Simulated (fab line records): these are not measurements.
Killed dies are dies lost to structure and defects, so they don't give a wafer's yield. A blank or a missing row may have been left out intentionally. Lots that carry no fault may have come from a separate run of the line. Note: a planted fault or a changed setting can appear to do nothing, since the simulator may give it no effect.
Matching of chambers | flow n5 finfet | N5_BEOL_M0_STRIP_140 on rie diel-02: 4 sister chambers
The step strips in CF4. 8 wafers are shown with their chamber, then 8 later ones without.

== WAFERS WITH THEIR CHAMBER ==
wafer  | chamber | drypump motor current A (A) | showerhead plenum p Torr (Torr)
L076.3 | 1       | 6.2                         | 1.77
L078.6 | 1       | 6.3                         | 1.77
L085.4 | 0       | 6.5                         | 1.88
L085.5 | 2       | 5.1                         | 1.79
L090.2 | 2       | 5.1                         | 1.78
L090.5 | 3       | 5.9                         | 1.80
L090.6 | 0       | 6.5                         | 1.88
L093.2 | 3       | 5.9                         | 1.80

== WAFERS WITHOUT THEIR CHAMBER ==
wafer  | drypump motor current A (A) | showerhead plenum p Torr (Torr)
L093.4 | 6.5                         | 1.88
L093.5 | 6.3                         | 1.76
L094.1 | 6.5                         | 1.88
L094.2 | 6.3                         | 1.76
L094.3 | 5.9                         | 1.80
L097.1 | 6.5                         | 1.88
L097.3 | 5.9                         | 1.80
L097.5 | 6.3                         | 1.76

== CHAMBER TAKEN BY EACH ==
wafer  | from the rows above | in truth
L093.4 | 0                   | 0
L093.5 | 1                   | 1
L094.1 | 0                   | 0
L094.2 | 1                   | 1
L094.3 | 3                   | 3
L097.1 | 0                   | 0
L097.3 | 3                   | 3
L097.5 | 1                   | 1
Correctly placed: 8 of 8. From these rows, 0 cannot be placed. Wrongly placed: 0.
How it was worked out, from the rows above alone: a wafer's distance from a chamber is the root of the sum, over the readings, of the square of ((its reading less the chamber's mean) divided by the reading's scatter). The wafer belongs to the nearest chamber; if the next one is less than 2 further off, it can't be placed. Each chamber's mean is taken over the wafers shown for it. The scatter: take each reading less its chamber's mean, square it, sum over the shown wafers, divide by the number of wafers less the number of chambers, and take the root.
